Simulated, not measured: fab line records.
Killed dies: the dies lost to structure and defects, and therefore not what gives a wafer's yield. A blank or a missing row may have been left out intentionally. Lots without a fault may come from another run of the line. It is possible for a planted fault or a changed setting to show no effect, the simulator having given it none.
Code-filled problem report in 8D (eight disciplines) form :: flow nand harc :: the parts of the form that need people (team, actions taken, sign-off) are left out

1. WHAT WENT WRONG
At NHARC_A_WL_FILL_ETCHBACK_17, run length s averages 37.9 s over 3 wafers from 2 lots, while fault-free wafers read 48.1 s, standard deviation 0.3. Measured from the usual mean, that is -34 standard deviations.
The step: etches the open film in Cl2/BCl3, target depth 4 nm, time 26.7 s.
First observed at day 25 03:11: wafer L233.4, on rie metal-02. The record holds 42 wafers of 14 lots with a number at this step. By rule, "out" or "out of limits" means more than 4 standard deviations away from the usual mean. The other wafers with a number count as sound.

2. WHAT IT IS, AND WHAT IT ISN'T
question: which readings at this step
is: run length s
is not: drypump motor current A, oes product au

question: which lots
is: L233, L236
is not: L226, L227, L229, L230, L231, L241, L244, L245, L246, L247, L248, L249

question: which wafers of those lots
is: L233.4, L236.2, L236.6
is not: L233.2, L233.5, L236.5

question: read on which tools
is: rie metal-02
is not: rie metal-01, rie metal-03

question: when
is: from day 25 03:11
is not: up to then (17 sound wafers); but 22 sound wafers of L236, L241, L244, L245, L246, L247, L248, L249 came after

3. WHAT RULES OUT EACH SUSPECT
Counting: if a tool at a process step up to the reading ran every lot that is out, it stays a suspect. Sound lots after the first of them don't rule it out here, since some wafers of a struck lot are sound.
- acl dep-03 at NHARC_A_SLIT_DEP_00 (deposits aC, target thk 6200 nm): kept. It ran every lot that is out, first L233 (day 23 19:42); its last sound lot up to then is L229 (day 20 18:08).
- rie metal-02 at NHARC_A_WL_FILL_ETCHBACK_17 (etches the open film in Cl2/BCl3, target depth 4 nm, time 26.7 s): kept. It ran every lot that is out, first L233 (day 25 03:11); its last sound lot up to then is L229 (day 21 23:34). On those wafers its own readings are out: run length s.
- At NHARC_A_WL_FILL_ETCHBACK_17 on rie metal-02, chamber 1 took the sound wafers of the same lots and chamber 0 took the wafers that are out.
The count leaves rie metal-02 at NHARC_A_WL_FILL_ETCHBACK_17 and acl dep-03 at NHARC_A_SLIT_DEP_00.

4. THE CAUSE (what the simulator had put in)
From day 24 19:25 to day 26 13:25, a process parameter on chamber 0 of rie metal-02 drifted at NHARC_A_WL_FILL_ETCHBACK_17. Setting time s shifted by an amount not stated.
Counting leaves 2 suspects; this tool is one of them.

5. THE CHAIN OF EFFECTS, in route order
Rows list readings where the struck wafers' mean (over those with a number) sits beyond 3 standard deviations from the usual. Scope: only readings with a usual standard deviation given in the record; hours: median across lots of the time from each lot's start at the first step in this table that gives one to its start at this step; sigmas: change in usual standard deviations.
hours: 0
step: NHARC_A_WL_FILL_ETCHBACK_17
reading: run length s
usual: 48.1 s
on struck wafers: 37.9
change: -10.2
sigmas: -34
The process steps in it:
- NHARC_A_WL_FILL_ETCHBACK_17: etches the open film in Cl2/BCl3, target depth 4 nm, time 26.7 s.
At these later measuring or inspecting steps, every struck wafer for which the step has a row has a number for every such reading, and none has moved that far: NHARC_A_WL_FILL_INSPECT_15.

6. WHAT WOULD HAVE CAUGHT IT SOONER
First out-of-limits reading in this record: day 25 03:11, which is 8 hours after fault onset at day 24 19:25.
